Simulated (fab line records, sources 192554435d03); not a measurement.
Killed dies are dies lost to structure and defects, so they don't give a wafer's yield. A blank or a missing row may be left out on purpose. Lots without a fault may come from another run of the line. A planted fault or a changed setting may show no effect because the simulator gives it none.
Which tool did it? | flow n5_finfet | 24 lots, 72 wafers sampled, at 1 step of a route of 1938

WHAT THE GAUGES READ, wafer by wafer
N5_FIN_CUT_INSPECT_10: inspects for defects (brightfield). Usual: raw_defect_count 43, standard deviation 12.
lot  | measured    | on                | raw_defect_count | flag
L074 | day 2 03:36 | defect_inspect-01 | 34 53 33         |
L075 | day 2 10:01 | defect_inspect-01 | 47 52 30         |
L076 | day 2 15:52 | defect_inspect-02 | 65 33 27         |
L077 | day 2 21:18 | defect_inspect-02 | 41 39 54         |
L078 | day 3 03:12 | defect_inspect-02 | 61 37 41         |
L079 | day 3 10:28 | defect_inspect-02 | 33 43 49         |
L080 | day 3 14:43 | defect_inspect-01 | 50 58 29         |
L081 | day 3 20:56 | defect_inspect-01 | 34 38 71         |
L082 | day 4 03:48 | defect_inspect-01 | 38 39 44         |
L083 | day 4 08:40 | defect_inspect-01 | 48 48 37         |
L084 | day 4 14:50 | defect_inspect-01 | 41 44 31         |
L085 | day 4 21:11 | defect_inspect-02 | 40 47 41         |
L086 | day 5 02:47 | defect_inspect-02 | 49 50 47         |
L087 | day 5 08:26 | defect_inspect-02 | 45 50 59         |
L088 | day 5 15:39 | defect_inspect-01 | 37 24 21         |
L089 | day 5 21:01 | defect_inspect-02 | 35 33 43         |
L090 | day 6 03:53 | defect_inspect-02 | 54 65 44         |
L091 | day 6 10:08 | defect_inspect-02 | 40 33 52         |
L092 | day 6 16:04 | defect_inspect-01 | 43 30 50         |
L093 | day 6 21:53 | defect_inspect-02 | 56 49 40         |
L094 | day 7 02:45 | defect_inspect-02 | 48 51 37         |
L095 | day 7 08:38 | defect_inspect-02 | 59 73 52         |
L096 | day 7 15:11 | defect_inspect-01 | 34 36 23         |
L097 | day 7 23:37 | defect_inspect-02 | 19 55 43         |

WHICH TOOL RAN EACH LOT (tool, then ch and the chambers of the sampled wafers, then the start)
The record holds no process step before these readings.

WHAT THE TOOLS THEMSELVES READ (means of the sampled wafers that have a number; where no wafer has one, the mark that the record gives instead)
The record holds no such reading with a usual standard deviation.

THE ANSWER, worked out from the rows above alone
Rule: a lot is off if the mean of its wafers that have a number lies more than 3 standard deviations from the usual mean. A lot without any number at a reading at which 4 lots or more have one is off too. The other lots that the step has rows for count as sound. The gauges are gone through in route order, then the tools' own readings, and for those a lot's mean is taken as printed above. The first step at which some lot is off is used, and at that step the reading that is off furthest; a lot without a number counts as furthest.
No lot is off at any reading shown: from this, nothing can be told.

WHAT THE SIMULATOR HAD PUT IN
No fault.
